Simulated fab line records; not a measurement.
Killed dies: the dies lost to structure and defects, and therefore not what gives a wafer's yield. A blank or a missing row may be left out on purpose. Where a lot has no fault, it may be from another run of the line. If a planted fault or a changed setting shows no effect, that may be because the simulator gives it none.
Chamber matching | flow n5_finfet | rie_diel-03 running N5_BEOL_M2_ETCH_63: 4 sister chambers
The step etches SiARC in CF4, target depth 15.6 nm, time 26 s. 4 wafers are shown with their chamber, then 12 later ones without.

## WAFERS WITH THEIR CHAMBER
wafer  | chamber | drypump_motor_current_A (A)
L087.1 | 0       | 6.4
L090.2 | 3       | 5.4
L090.3 | 2       | 5.6
L090.6 | 1       | 5.1

## WAFERS WITH NO CHAMBER GIVEN
wafer  | drypump_motor_current_A (A)
L091.1 | 6.4
L091.3 | 5.6
L091.6 | 5.1
L094.1 | 5.6
L094.4 | 6.4
L094.5 | 5.1
L095.1 | 5.6
L095.3 | 5.4
L095.6 | 5.1
L096.2 | 5.4
L096.3 | 6.4
L096.5 | 5.7

## WHICH CHAMBER EACH ONE RAN IN
wafer  | from the rows above | in truth
L091.1 | 0                   | 0
L091.3 | 2                   | 2
L091.6 | 1                   | 1
L094.1 | 2                   | 2
L094.4 | 0                   | 0
L094.5 | 1                   | 1
L095.1 | 2                   | 2
L095.3 | 3                   | 3
L095.6 | 1                   | 1
L096.2 | 3                   | 3
L096.3 | 0                   | 0
L096.5 | 2                   | 2
12 of 12 placed correctly. Left unplaced by these rows: 0. Number placed wrongly: 0.
How it was worked out, from the rows above alone: a wafer's distance from a chamber is the root of the sum, over the readings, of the square of ((its reading less the chamber's mean) divided by the reading's scatter). If the next closest chamber is less than 2 further off than the closest, the wafer can't be placed; otherwise it belongs to the closest. The mean given for a chamber averages the wafers shown for that chamber. The scatter (one wafer shown for each chamber): square how far every hidden wafer sits from the nearest shown wafer, average those squares and take the square root.
